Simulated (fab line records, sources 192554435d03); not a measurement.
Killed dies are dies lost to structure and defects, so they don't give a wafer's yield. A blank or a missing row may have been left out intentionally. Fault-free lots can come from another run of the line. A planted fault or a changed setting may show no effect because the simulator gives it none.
Code-filled problem report in 8D (eight disciplines) form + flow n5-finfet + the parts of the form that need people (team, actions taken, sign-off) are left out

1. THE PROBLEM
N5_PASSIVATION_PROBE_49, killed_at_M0_to_M3: mean 98 over 1 wafer from 1 lot; wafers with no fault: 32, standard deviation 9.6. Measured from the usual mean, that is +6.9 standard deviations.
Earliest sighting: wafer L555.2 on prober-01 at day 17 18:16. Wafers with a number at this step in the record: 9, from 3 lots. Rule for "out", or "out of limits": more than 4 standard deviations from the usual mean. All remaining wafers that have a number are taken as sound.

2. WHAT IT IS, WHAT IT ISN'T
| question                    | is                 | is not                                                                                                               |
|-----------------------------|--------------------|----------------------------------------------------------------------------------------------------------------------|
| which readings at this step | killed_at_M0_to_M3 | defect-limited-yield, killed_at_M4_up, killed-at-contacts, killed-at-other, killed-dies, sort-n-pass, sort-yield-pct |
| which lots                  | L555               | L539, L546                                                                                                           |
| which wafers of those lots  | L555.2             | L555.1, L555.3                                                                                                       |
| read on which tools         | prober-01          | prober-02                                                                                                            |
| when                        | from day 17 18:16  | up to then (7 sound wafers); but 1 sound wafer of L555 came after                                                    |

3. THE SUSPECTS, EACH WITH WHAT RULES IT OUT
Counting: a tool at a process step up to the reading stays a suspect if it ran every lot that is out. Sound lots after the first of them don't rule it out here, since some wafers of a struck lot are sound.
- rie-diel-03 at N5_BEOL_M2_TRENCH_ETCH_37 (etches SiOC in C4F6/O2, target depth 55.555 nm, time 29.2 s): kept. It ran the lot that is out, L555 (day 10 23:05).
- rie-diel-01 at N5_PASSIVATION_PASS_ETCH_47 (etches SiNx in CF4/O2, target depth 770 nm, time 385 s): kept. It processed L555, the lot that is out, at day 17 15:12, and its most recent sound lot before then was L539 at day 12 23:03.
- prober-01 at N5_PASSIVATION_PROBE_49: kept. It processed L555, the lot that is out, at day 17 18:13, and its most recent sound lot before then was L539 at day 13 03:50. Its own killed_at_M0_to_M3 readings are out on those wafers.
- At N5_BEOL_M2_TRENCH_ETCH_37, inside rie-diel-03: chamber 2 took the wafers that are out, while their sound lot-mates went through chambers 0, 1.
- At N5_PASSIVATION_PASS_ETCH_47, inside rie-diel-01: chamber 3 took the wafers that are out, while their sound lot-mates went through chambers 0, 1.
After the count, these remain: rie-diel-03 at N5_BEOL_M2_TRENCH_ETCH_37, rie-diel-01 at N5_PASSIVATION_PASS_ETCH_47 and prober-01 at N5_PASSIVATION_PROBE_49.

4. THE CAUSE (what the simulator had put in)
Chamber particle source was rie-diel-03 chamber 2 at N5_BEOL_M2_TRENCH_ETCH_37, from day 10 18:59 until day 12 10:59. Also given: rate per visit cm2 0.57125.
Counting leaves 3 suspects; this tool is one of them.

5. THE EFFECT CHAIN, in route order
One row per reading whose mean, taken over the struck wafers that have a number, lies over 3 standard deviations from the usual. Readings are gone through only where the record gives a usual standard deviation; hours: the median, over the lots, of the time from a lot's start at the first step in this table giving one to that lot's start at this step; sigmas: the change measured in usual standard deviations.
| hours | step                    | reading             | usual | on struck wafers | change | sigmas |
|-------|-------------------------|---------------------|-------|------------------|--------|--------|
| 0     | N5_PASSIVATION_PROBE_49 | killed_at_M0_to_M3  | 32    | 98               | +66    | +6.9   |
| 0     | N5_PASSIVATION_PROBE_49 | sort_bin_5_function | 5.2 % | 8.4              | +3.2   | +3.4   |
It contains these process steps:
- N5_PASSIVATION_PROBE_49

6. WHAT WOULD HAVE CAUGHT IT SOONER
167 hours passed between the start of the fault at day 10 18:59 and the first reading out of limits in this record, taken at day 17 18:16.
Tool readings at N5_BEOL_M2_TRENCH_ETCH_37 with a usual standard deviation given in the record: none out on any struck wafer, hence no alarm at a limit of 4 standard deviations on them.
By day 17 18:16 the whole set of lots that are out, 1 in number, had already begun N5_BEOL_M2_TRENCH_ETCH_37 on rie-diel-03. Had the tool been put on hold then, not one of them would have been saved.
